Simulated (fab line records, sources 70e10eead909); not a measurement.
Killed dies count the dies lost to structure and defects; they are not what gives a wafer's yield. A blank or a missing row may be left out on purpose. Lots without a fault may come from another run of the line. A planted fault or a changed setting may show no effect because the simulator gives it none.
The tool behind it: which one? / flow nand harc / 12 lots with 36 wafers sampled at 5 steps, on a route of 1159 steps

WHAT THE GAUGES READ, wafer by wafer
NHARC_END_SORT_01.
lot=L943; measured=day 22 21:49; on=prober-01; defect limited yield (%)=95.0 93.1 94.5; killed at array=30 37 32; killed at other=0 0 1; killed at periphery=4 10 4; killed dies=34 47 37; killed open=2 4 3; killed short=3 3 1; sort_bin_2_pct (%)=1.5 2.1 2.2; sort_bin_3_pct (%)=0.15 0.44 0.30; sort_bin_4_pct (%)=3.4 4.4 3.0; sort n pass=643 630 640; sort rim yield pct (%)=96 92 95; sort yield pct (%)=95.0 93.1 94.5
lot=L946; measured=day 24 04:15; on=prober-01; defect limited yield (%)=96.9 61.2 62.0; killed at array=16 12 13; killed at other=3 0 0; killed at periphery=2 251 244; killed dies=21 263 257; killed open=2 3 3; killed short=3 1 2; sort_bin_2_pct (%)=0.4 13.4 11.5; sort_bin_3_pct (%)=0 2.95 2.51; sort_bin_4_pct (%)=2.7 22.5 23.9; sort n pass=656 414 420; sort rim yield pct (%)=98 58 59; sort yield pct (%)=96.9 61.2 62.0
lot=L947; measured=day 23 20:22; on=prober-02; defect limited yield (%)=61.0 96.0 95.7; killed at array=23 27 27; killed at other=0 0 0; killed at periphery=241 0 2; killed dies=264 27 29; killed open=2 4 3; killed short=1 1 0; sort_bin_2_pct (%)=12.9 1.5 1.2; sort_bin_3_pct (%)=2.22 0 0.30; sort_bin_4_pct (%)=23.9 2.5 2.8; sort n pass=413 650 648; sort rim yield pct (%)=54 94 94; sort yield pct (%)=61.0 96.0 95.7

TOOL THAT RAN EACH LOT (tool first, then ch and the chambers of the sampled wafers, then the start)
lot=L931; NHARC_P_BONDPAD_CMP_32=cmp-01 ch 0,3, day 6 10:14; NHARC_A_M1_DEGAS_29=pvd sputter-01, day 18 08:55; NHARC_A_M1_PVD_21=pvd sputter-01, day 18 12:41 or earlier; NHARC_A_BONDPAD_DESCUM_11=rie diel-13 ch 0,1,3, day 18 12:41
lot=L932; NHARC_P_BONDPAD_CMP_32=cmp-02 ch 0,1,3, day 6 16:09; NHARC_A_M1_DEGAS_29=pvd sputter-02, day 18 05:29; NHARC_A_M1_PVD_21=pvd sputter-02, day 18 09:28 or earlier; NHARC_A_BONDPAD_DESCUM_11=rie diel-09 ch 0,2,3, day 18 09:28
lot=L934; NHARC_P_BONDPAD_CMP_32=cmp-01 ch 0,2,3, day 7 12:46; NHARC_A_M1_DEGAS_29=pvd sputter-01, day 19 09:24; NHARC_A_M1_PVD_21=pvd sputter-01, day 19 13:26 or earlier; NHARC_A_BONDPAD_DESCUM_11=rie diel-03 ch 0,1,3, day 19 13:26
lot=L935; NHARC_P_BONDPAD_CMP_32=cmp-04 ch 0,1,2, day 7 14:14; NHARC_A_M1_DEGAS_29=pvd sputter-01, day 19 14:09; NHARC_A_M1_PVD_21=pvd sputter-01, day 19 17:44 or earlier; NHARC_A_BONDPAD_DESCUM_11=rie diel-13 ch 1,2,3, day 19 17:44
lot=L936; NHARC_P_BONDPAD_CMP_32=cmp-02 ch 0,1,3, day 7 17:59; NHARC_A_M1_DEGAS_29=pvd sputter-02, day 18 19:45; NHARC_A_M1_PVD_21=pvd sputter-02, day 18 23:43 or earlier; NHARC_A_BONDPAD_DESCUM_11=rie diel-03 ch 0,1,3, day 18 23:43
lot=L937; NHARC_P_BONDPAD_CMP_32=cmp-04 ch 1,2,3, day 7 18:44; NHARC_A_M1_DEGAS_29=pvd sputter-03, day 18 23:45; NHARC_A_M1_PVD_21=pvd sputter-03, day 19 03:20 or earlier; NHARC_A_BONDPAD_DESCUM_11=rie diel-13 ch 1,2,3, day 19 03:20
lot=L938; NHARC_P_BONDPAD_CMP_32=cmp-01 ch 0,1,3, day 8 03:16; NHARC_A_M1_DEGAS_29=pvd sputter-02, day 19 16:06; NHARC_A_M1_PVD_21=pvd sputter-02, day 19 20:16 or earlier; NHARC_A_BONDPAD_DESCUM_11=rie diel-13 ch 0,1, day 19 20:16
lot=L943; NHARC_P_BONDPAD_CMP_32=cmp-02 ch 0,1,2, day 10 03:41; NHARC_A_M1_DEGAS_29=pvd sputter-03, day 21 08:34; NHARC_A_M1_PVD_21=pvd sputter-03, day 21 12:17 or earlier; NHARC_A_BONDPAD_DESCUM_11=rie diel-13 ch 1,2,3, day 21 12:17
lot=L946; NHARC_P_BONDPAD_CMP_32=cmp-01 ch 1,2, day 10 11:17; NHARC_A_M1_DEGAS_29=pvd sputter-03, day 22 10:38; NHARC_A_M1_PVD_21=pvd sputter-03, day 22 15:14 or earlier; NHARC_A_BONDPAD_DESCUM_11=rie diel-13 ch 0,3, day 22 15:14
lot=L947; NHARC_P_BONDPAD_CMP_32=cmp-01 ch 1,2,3, day 10 12:14; NHARC_A_M1_DEGAS_29=pvd sputter-02, day 22 08:50; NHARC_A_M1_PVD_21=pvd sputter-02, day 22 12:38 or earlier; NHARC_A_BONDPAD_DESCUM_11=rie diel-03 ch 0,2,3, day 22 12:38
lot=L950; NHARC_P_BONDPAD_CMP_32=cmp-04 ch 2,3, day 11 03:51; NHARC_A_M1_DEGAS_29=pvd sputter-02, day 22 14:37; NHARC_A_M1_PVD_21=pvd sputter-02, day 22 18:47 or earlier; NHARC_A_BONDPAD_DESCUM_11=rie diel-13 ch 0,1,2, day 22 18:47
lot=L951; NHARC_P_BONDPAD_CMP_32=cmp-02 ch 0,1,2, day 11 07:37; NHARC_A_M1_DEGAS_29=pvd sputter-02, day 22 15:34; NHARC_A_M1_PVD_21=pvd sputter-02, day 22 19:18 or earlier; NHARC_A_BONDPAD_DESCUM_11=rie diel-09 ch 1,2, day 22 19:18
- NHARC_P_BONDPAD_CMP_32: polishes SiCN, target thk 200 nm.
- NHARC_A_M1_DEGAS_29: time 60 s.
- NHARC_A_M1_PVD_21: deposits Cu, target thk 30 nm, time 20.49 s.
- NHARC_A_BONDPAD_DESCUM_11: chemistry O2, time 3 s.

WHAT THE TOOLS THEMSELVES READ (means of the sampled wafers that have a number; where no wafer has one, the mark that the record gives instead)
NHARC_P_BONDPAD_CMP_32.
lot=L931; tool=cmp-01; edge zone pressure frac=1.000; motor current A (A)=11.9
lot=L932; tool=cmp-02; edge zone pressure frac=1.002; motor current A (A)=12.2
lot=L934; tool=cmp-01; edge zone pressure frac=1.000; motor current A (A)=11.8
lot=L935; tool=cmp-04; edge zone pressure frac=0.998; motor current A (A)=11.5
lot=L936; tool=cmp-02; edge zone pressure frac=1.001; motor current A (A)=11.9
lot=L937; tool=cmp-04; edge zone pressure frac=0.998; motor current A (A)=11.8
lot=L938; tool=cmp-01; edge zone pressure frac=1.002; motor current A (A)=12.3
lot=L943; tool=cmp-02; edge zone pressure frac=1.002; motor current A (A)=11.5
lot=L946; tool=cmp-01; edge zone pressure frac=1.003; motor current A (A)=12.4
lot=L947; tool=cmp-01; edge zone pressure frac=1.001; motor current A (A)=12.2
lot=L950; tool=cmp-04; edge zone pressure frac=1.004; motor current A (A)=11.9
lot=L951; tool=cmp-02; edge zone pressure frac=1.000; motor current A (A)=11.6

NHARC_A_M1_DEGAS_29.
lot=L931; tool=pvd sputter-01; heater power w (W)=343
lot=L932; tool=pvd sputter-02; heater power w (W)=298
lot=L934; tool=pvd sputter-01; heater power w (W)=351
lot=L935; tool=pvd sputter-01; heater power w (W)=361
lot=L936; tool=pvd sputter-02; heater power w (W)=312
lot=L937; tool=pvd sputter-03; heater power w (W)=320
lot=L938; tool=pvd sputter-02; heater power w (W)=331
lot=L943; tool=pvd sputter-03; heater power w (W)=344
lot=L946; tool=pvd sputter-03; heater power w (W)=317
lot=L947; tool=pvd sputter-02; heater power w (W)=328
lot=L950; tool=pvd sputter-02; heater power w (W)=280
lot=L951; tool=pvd sputter-02; heater power w (W)=340

NHARC_A_M1_PVD_21.
lot=L931; tool=pvd sputter-01; throttle valve pct (%)=30.5
lot=L932; tool=pvd sputter-02; throttle valve pct (%)=29.8
lot=L934; tool=pvd sputter-01; throttle valve pct (%)=30.2
lot=L935; tool=pvd sputter-01; throttle valve pct (%)=30.5
lot=L936; tool=pvd sputter-02; throttle valve pct (%)=30.2
lot=L937; tool=pvd sputter-03; throttle valve pct (%)=30.2
lot=L938; tool=pvd sputter-02; throttle valve pct (%)=30.3
lot=L943; tool=pvd sputter-03; throttle valve pct (%)=30.1
lot=L946; tool=pvd sputter-03; throttle valve pct (%)=30.3
lot=L947; tool=pvd sputter-02; throttle valve pct (%)=29.8
lot=L950; tool=pvd sputter-02; throttle valve pct (%)=30.4
lot=L951; tool=pvd sputter-02; throttle valve pct (%)=30.2

NHARC_A_BONDPAD_DESCUM_11.
lot=L931; tool=rie diel-13; drypump motor current A (A)=5.49; oes product au (a.u.)=0.991; rf vpp V (V)=57.4; showerhead plenum p Torr (Torr)=1.90; throttle valve pct (%)=11.315
lot=L932; tool=rie diel-09; drypump motor current A (A)=5.96; oes product au (a.u.)=0.999; rf vpp V (V)=57.3; showerhead plenum p Torr (Torr)=1.84; throttle valve pct (%)=11.314
lot=L934; tool=rie diel-03; drypump motor current A (A)=5.73; oes product au (a.u.)=1.007; rf vpp V (V)=57.0; showerhead plenum p Torr (Torr)=1.87; throttle valve pct (%)=11.309
lot=L935; tool=rie diel-13; drypump motor current A (A)=5.53; oes product au (a.u.)=0.997; rf vpp V (V)=57.9; showerhead plenum p Torr (Torr)=1.89; throttle valve pct (%)=11.309
lot=L936; tool=rie diel-03; drypump motor current A (A)=5.74; oes product au (a.u.)=0.997; rf vpp V (V)=57.7; showerhead plenum p Torr (Torr)=1.88; throttle valve pct (%)=11.313
lot=L937; tool=rie diel-13; drypump motor current A (A)=5.52; oes product au (a.u.)=1.003; rf vpp V (V)=57.8; showerhead plenum p Torr (Torr)=1.89; throttle valve pct (%)=11.311
lot=L938; tool=rie diel-13; drypump motor current A (A)=5.47; oes product au (a.u.)=0.996; rf vpp V (V)=57.7; showerhead plenum p Torr (Torr)=1.89; throttle valve pct (%)=11.307
lot=L943; tool=rie diel-13; drypump motor current A (A)=5.54; oes product au (a.u.)=1.000; rf vpp V (V)=57.3; showerhead plenum p Torr (Torr)=1.89; throttle valve pct (%)=11.304
lot=L946; tool=rie diel-13; drypump motor current A (A)=5.72; oes product au (a.u.)=1.001; rf vpp V (V)=58.7; showerhead plenum p Torr (Torr)=1.94; throttle valve pct (%)=11.319
lot=L947; tool=rie diel-03; drypump motor current A (A)=5.83; oes product au (a.u.)=1.006; rf vpp V (V)=57.5; showerhead plenum p Torr (Torr)=1.89; throttle valve pct (%)=11.318
lot=L950; tool=rie diel-13; drypump motor current A (A)=5.48; oes product au (a.u.)=0.994; rf vpp V (V)=57.6; showerhead plenum p Torr (Torr)=1.87; throttle valve pct (%)=11.309
lot=L951; tool=rie diel-09; drypump motor current A (A)=5.81; oes product au (a.u.)=0.996; rf vpp V (V)=58.2; showerhead plenum p Torr (Torr)=1.98; throttle valve pct (%)=11.311

THE ANSWER, worked out from the rows above alone
Rule: usual is defined by the lots themselves. The widest of any qualifying gaps counts: lots, ordered by their means at a reading, are off when they make up no more than a third of the lots, leave a main group of 4 or more, and stand apart from it by 3 or more times the standard deviation of that group's means. A main group is skipped when, at the precision printed for the reading in the tables above, its means are all equal. Also off: a lot with no number at a reading for which 4 or more lots have one. All remaining lots with rows at the step are treated as sound. After the gauges, taken in route order, come the tools' own readings; for these a lot's mean is taken, as printed above. At the first step where some lot is off, the reading lying furthest off is the one used; lots without a number count as furthest.
No lot is off at any reading shown: from this, nothing can be told.

WHAT THE SIMULATOR PUT IN
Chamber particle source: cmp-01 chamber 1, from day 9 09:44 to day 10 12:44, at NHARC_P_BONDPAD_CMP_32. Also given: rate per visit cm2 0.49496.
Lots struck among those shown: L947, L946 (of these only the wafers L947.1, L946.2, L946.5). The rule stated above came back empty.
